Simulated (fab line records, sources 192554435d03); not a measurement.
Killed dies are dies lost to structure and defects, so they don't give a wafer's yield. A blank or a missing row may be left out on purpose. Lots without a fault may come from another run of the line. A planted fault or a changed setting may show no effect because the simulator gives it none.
fab line records | flow n5_finfet
record lots=11 wafers=33 last_day=17
route steps=1938 shown BEOL_M11@1595 BEOL_M12@1616
lots that met no fault: from a run of the same line without faults
start_h: hours from the record's first day to the start of the lot's first wafer shown | wait_h: hours since the lot's step before | " the same as in the row above | L1.1+2: a row that stands for several wafers | - no value, or no start given | * or withheld: withheld | < > ~ a bound
route shown NAME@n: a module of which the file shows steps, and the number in the route of the first | usual: mean/standard deviation of fault-free wafers | same: alike in all rows | chamber/n: place in a boat | sites: the reading at each site | _std_site: their standard deviation | _edge_site: outer sites' mean less inner sites' | radius_mm: how far each site lies from the wafer's centre | mask NAME#n: copy n | behind: the tool/chamber that last shaped the wafer | hold: why the lot was held/for how many hours/how that ended | device: the transistor (n, p or np) that didn't switch | end of line: the same wafers' tests at the end of the route | a step without rows: its recipe alone | killed: dies lost to structure and defects at the first sort, not the wafer's yield | map: a wafer's dies, x killed, . not, _ none there
set.NAME: the setting as run; set.NAME@STEP: as run at that earlier step | model.NAME: the simulator's own value behind a step, which no gauge read
steps of the route over a sample of lots; a table a step, a row a wafer
services: from which hour (start_h, from the record's first day; less than 0 if before it) a tool's chamber was out of use, for how many hours, and why
## steps
# step N5_BEOL_M11_ANNEAL_51
# recipe temp_c=225 time_s=90 ambient=N2
# usual wafer_temp_C_max=226.08/0.28
# columns lot.wafer tool chamber start_h wait_h wafer_temp_C_max
L879.1 rtp_anneal-01 0 232.16 0.5 225.72
L879.4 " 0 " " 225.55
L879.6 " 0 " " 225.84
L880.2 rtp_anneal-02 0 238.55 0.2 226.38
L880.3 " 0 " " 226.57
L880.4 " 0 " " 226.19
L881.2 rtp_anneal-01 0 241.97 0.3 226.01
L881.3 " 0 " " 226.25
L881.5 " 0 " " 226.11
L883.3 rtp_anneal-01 0 251.98 0.1 226.19
L883.4 " 0 " " 225.97
L883.5 " 0 " " 226.17
L882.1 rtp_anneal-01 0 253.44 0.4 225.82
L882.2 " 0 " " 225.59
L882.3 " 0 " " 225.68
L884.2 rtp_anneal-01 0 260.96 0.5 225.64
L884.3 " 0 " " 226.40
L884.6 " 0 " " 225.50
L890.1 rtp_anneal-02 0 299.17 0.4 226.04
L890.2 " 0 " " 226.67
L890.4 " 0 " " 226.61
L894.1 rtp_anneal-01 0 326.56 0.1 225.88
L894.4 " 0 " " 225.96
L894.5 " 0 " " 225.95
L897.3 rtp_anneal-01 0 344.65 0.7 226.31
L897.4 " 0 " " 226.14
L897.6 " 0 " " 226.49
L900.3 rtp_anneal-02 0 363.37 0.2 226.20
L900.5 " 0 " " 226.33
L900.6 " 0 " " 226.27
L899.1 rtp_anneal-01 0 366.34 0.2 225.87
L899.4 " 0 " " 226.13
L899.6 " 0 " " 225.55
# step N5_BEOL_M11_CMP_52
# recipe stop_on=SiCOH_lowk t_overpolish_s=7 down_force_psi=1 platen_rpm=50 clearing_platen_down_force_psi=1.5 clearing_platen_rpm=50 post_cmp_clean=cu_alkaline target_thk_nm=140 clearing_platen_pad_velocity_m_s=0.99484 pad_velocity_m_s=0.99484
# usual barrier_field_endpoint_s=28.7/0.94 motor_current_A=6.2/0.67 overpolish_run_s=7.000/0.0094 time_to_endpoint_s=66/3.4
# columns lot.wafer tool chamber start_h wait_h barrier_field_endpoint_s motor_current_A overpolish_run_s time_to_endpoint_s
L879.4 cmp-01 1 232.50 0.2 28.8 5.2 7.001 64
L879.1 " 3 " " 27.9 6.3 6.993 63
L879.6 " 1 " " 29.2 5.2 7.006 68
L880.2 cmp-02 1 238.84 0.2 28.3 6.1 7.012 63
L880.3 " 2 " " 27.5 5.8 7.009 60
L880.4 " 3 " " 29.4 6.3 7.011 68
L881.2 cmp-03 0 242.22 0.2 29.0 7.4 6.995 73
L881.3 " 2 " " 28.5 5.3 7.002 66
L881.5 " 0 " " 29.2 7.4 6.987 68
L883.4 cmp-02 2 252.18 0.1 27.0 6.2 6.993 62
L883.3 " 0 " " 27.4 6.7 6.992 63
L883.5 " 2 " " 27.8 6.2 6.991 63
L882.3 cmp-02 1 253.73 0.2 28.1 6.6 6.988 66
L882.1 " 2 " " 27.4 5.7 6.990 65
L882.2 " 3 " " 30.2 7.1 7.005 75
L884.2 cmp-01 0 261.25 0.2 28.7 5.4 7.008 67
L884.3 " 1 " " 27.8 5.3 6.998 63
L884.6 " 3 " " 28.6 6.2 7.005 61
L890.2 cmp-02 3 299.46 0.2 27.9 6.9 6.987 67
L890.1 " 1 " " 27.8 5.9 7.012 61
L890.4 " 2 " " 28.0 5.8 7.012 60
L894.1 cmp-01 3 326.90 0.3 28.2 6.2 6.995 64
L894.4 " 1 " " 29.8 5.3 6.994 68
L894.5 " 2 " " 29.0 6.1 6.987 66
L897.3 cmp-01 0 345.04 0.3 28.2 5.4 7.013 65
L897.4 " 2 " " 28.3 6.0 7.006 69
L897.6 " 1 " " 28.5 5.4 7.012 67
L900.3 cmp-01 2 363.80 0.3 27.9 6.1 6.996 62
L900.6 " 1 " " 27.4 5.2 7.018 63
L900.5 " 2 " " 28.2 6.0 7.009 65
L899.1 cmp-03 2 366.64 0.3 29.7 5.3 7.016 66
L899.4 " 3 " " 30.3 7.4 7.013 68
L899.6 " 3 " " 29.6 7.3 7.004 63
# step N5_BEOL_M12_ETCH_59
# recipe chemistry=N2/H2 target=BARC target_depth_a=890 overetch_a=267 time_s=67.9 ion_energy_ev=200 pressure_mtorr=30 source_w=840 bias_w=150 n2_flow_sccm=200 h2_flow_sccm=200
# usual bias_w=150.1/0.47 drypump_motor_current_A=5.5/0.51 oes_product_au=0.66/0.067 rf_vpp_V=524.2/2.9 showerhead_plenum_p_Torr=2.55/0.11 throttle_valve_pct=17.98/0.22
# columns lot.wafer tool chamber start_h wait_h bias_w drypump_motor_current_A oes_product_au rf_hours_counter_h rf_vpp_V showerhead_plenum_p_Torr throttle_valve_pct
L879.1 rie_diel-04 3 233.50 0.0 150.0 5.1 0.64 145 523.0 2.54 17.97
L879.4 " 1 " " 150.2 5.9 0.62 198 519.6 2.43 17.88
L879.6 " 0 " " 149.7 5.7 0.59 - 527.9 2.62 18.11
L880.2 rie_diel-04 0 239.85 0.0 150.7 5.7 0.58 233 525.5 2.62 18.12
L880.3 " 2 " " 151.4 6.3 0.70 78 522.0 2.47 18.04
L880.4 " 3 " " 149.8 5.1 0.64 147 523.7 2.53 17.97
L881.2 rie_diel-06 0 243.39 0.0 150.3 4.8 0.62 179 520.0 2.41 17.75
L881.3 " 1 " " 150.5 5.6 0.61 210 524.0 2.52 18.35
L881.5 " 0 " " 150.5 4.8 0.63 - 520.2 2.41 17.75
L883.3 rie_diel-05 0 253.36 0.0 150.2 5.9 0.63 150 526.9 2.64 18.10
L883.4 " 3 " " 150.0 6.4 0.83 2 528.1 2.70 17.55
L883.5 " 1 " " 151.3 5.1 0.72 - 522.3 2.47 17.75
L882.1 rie_diel-06 1 254.77 0.0 149.1 5.6 0.60 215 524.6 2.52 18.33
L882.2 " 0 " " 149.8 4.8 0.62 184 519.9 2.41 17.77
L882.3 " 2 " " 149.8 5.3 0.61 212 524.4 2.52 18.20
L884.2 rie_diel-04 2 262.38 0.0 149.4 6.3 0.69 85 521.8 2.47 18.05
L884.3 " 3 " " 150.4 5.1 0.64 155 523.3 2.53 17.99
L884.6 " 0 " " 150.3 5.8 0.58 - 526.1 2.61 18.14
L890.1 rie_diel-06 0 300.72 0.0 149.8 4.8 0.61 201 521.5 2.41 17.79
L890.2 " 1 " " 149.2 5.6 0.60 231 523.5 2.51 18.38
L890.4 " 2 " " 121.9 5.3 0.60 229 459.0 2.51 18.22
L894.1 rie_diel-04 2 327.91 0.0 150.3 6.3 0.68 109 522.0 2.46 18.09
L894.4 " 0 " " 150.3 5.7 0.81 - 525.5 2.61 17.74
L894.5 " 1 " " 150.2 5.9 0.60 - 520.9 2.42 17.93
L897.3 rie_diel-05 0 346.08 0.0 150.1 5.9 0.61 182 527.1 2.63 18.18
L897.4 " 3 " " 149.9 6.4 0.77 35 527.1 2.69 17.62
L897.6 " 0 " " 149.7 5.9 0.60 - 526.4 2.63 18.19
L900.3 rie_diel-05 2 364.80 0.0 150.2 5.4 0.69 114 527.1 2.68 17.87
L900.5 " 2 " " 149.7 5.4 0.69 - 526.8 2.68 17.89
L900.6 " 3 " " 150.7 6.4 0.75 - 528.1 2.69 17.61
L899.1 rie_diel-04 1 368.14 0.0 150.3 5.8 0.60 248 518.5 2.41 17.97
L899.4 " 3 " " 149.4 5.1 0.61 191 523.5 2.52 18.04
L899.6 " 2 " " 150.6 6.3 0.67 - 522.8 2.45 18.10
# step N5_BEOL_M12_CD_MEAS_17
# recipe target_cd_nm=140 polarity=opening
# usual cd_nm=141.1/2
# columns lot.wafer tool chamber start_h wait_h cd_nm
L879.1 cd_sem-02 - 233.96 0.0 140.1
L879.4 " - " " 139.2
L879.6 " - " " 143.5
L880.2 cd_sem-03 - 240.31 0.0 144.1
L880.3 " - " " 140.4
L880.4 " - " " 138.7
L881.2 cd_sem-02 - 243.85 0.0 138.9
L881.3 " - " " 139.6
L881.5 " - " " 137.6
L883.3 cd_sem-03 - 253.82 0.0 141.6
L883.4 " - " " 141.2
L883.5 " - " " 139.6
L882.1 cd_sem-02 - 255.23 0.0 138.3
L882.2 " - " " 141.1
L882.3 " - " " 136.6
L884.2 cd_sem-02 - 262.84 0.0 142.1
L884.3 " - " " 141.5
L884.6 " - " " 143.6
L890.1 cd_sem-01 - 301.31 0.0 141.0
L890.2 " - " " 141.7
L890.4 " - " " 140.7
L894.1 cd_sem-01 - 328.37 0.0 140.3
L894.4 " - " " 139.4
L894.5 " - " " 138.9
L897.3 cd_sem-01 - 346.54 0.0 141.9
L897.4 " - " " 141.9
L897.6 " - " " 141.6
L900.3 cd_sem-03 - 365.26 0.0 135.8
L900.5 " - " " 139.1
L900.6 " - " " 137.5
L899.1 cd_sem-01 - 368.61 0.0 141.5
L899.4 " - " " 141.0
L899.6 " - " " 138.0
## services
# columns tool chamber start_h hours kind
rie_diel-04 - 212.56 0.5 repair
rie_diel-05 0 213.29 4.7 repair
rie_diel-06 - 216.71 2.8 pm
cmp-02 - 224.03 4.0 pm
rie_diel-04 0 224.29 7.6 repair
cmp-03 - 224.29 4.0 pm
cmp-02 - 228.03 - consumable_replace:conditioner
rie_diel-04 - 228.63 2.8 pm
cmp-02 - 235.30 2.8 repair
cmp-03 - 253.93 3.2 repair
rie_diel-06 3 258.82 2.4 repair
cmp-02 - 286.37 0.2 repair
rie_diel-04 0 292.44 - clean
rie_diel-04 0 292.44 - consumable_replace:focus_ring
rie_diel-04 0 292.44 17.5 scheduled_down
rie_diel-04 0 292.44 17.5 vent_cycle
cmp-03 - 296.25 6.3 repair
rie_diel-04 3 323.85 12.5 repair
rie_diel-04 2 328.65 1.8 repair
rie_diel-06 1 330.77 13.6 repair
rie_diel-05 - 352.93 2.8 pm
cmp-01 - 365.37 4.0 pm
cmp-03 - 366.93 3.5 pm
rie_diel-05 - 366.99 4.3 pm
## key
first_sign step=N5_BEOL_M12_ETCH_59 reading=bias_w direction=down sigmas=60 usual=* struck=*
effect step=N5_BEOL_M12_ETCH_59 reading=rf_vpp_V direction=down sigmas=22 usual=524.2 struck=459.0
met_at N5_BEOL_M12_ETCH_59
struck_lots L890
struck_wafers L890.4
not_acting_at N5_BEOL_M11_ANNEAL_51,N5_BEOL_M11_CMP_52,N5_BEOL_M12_CD_MEAS_17
onset_between 254.77 300.72
fault kind=process_parameter_drift tool=rie_diel-06 chamber=2 onset_h=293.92 steps=N5_BEOL_M12_ETCH_59 channel=bias_w offset=* shape=step end_h=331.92 acts_in=* stated=*
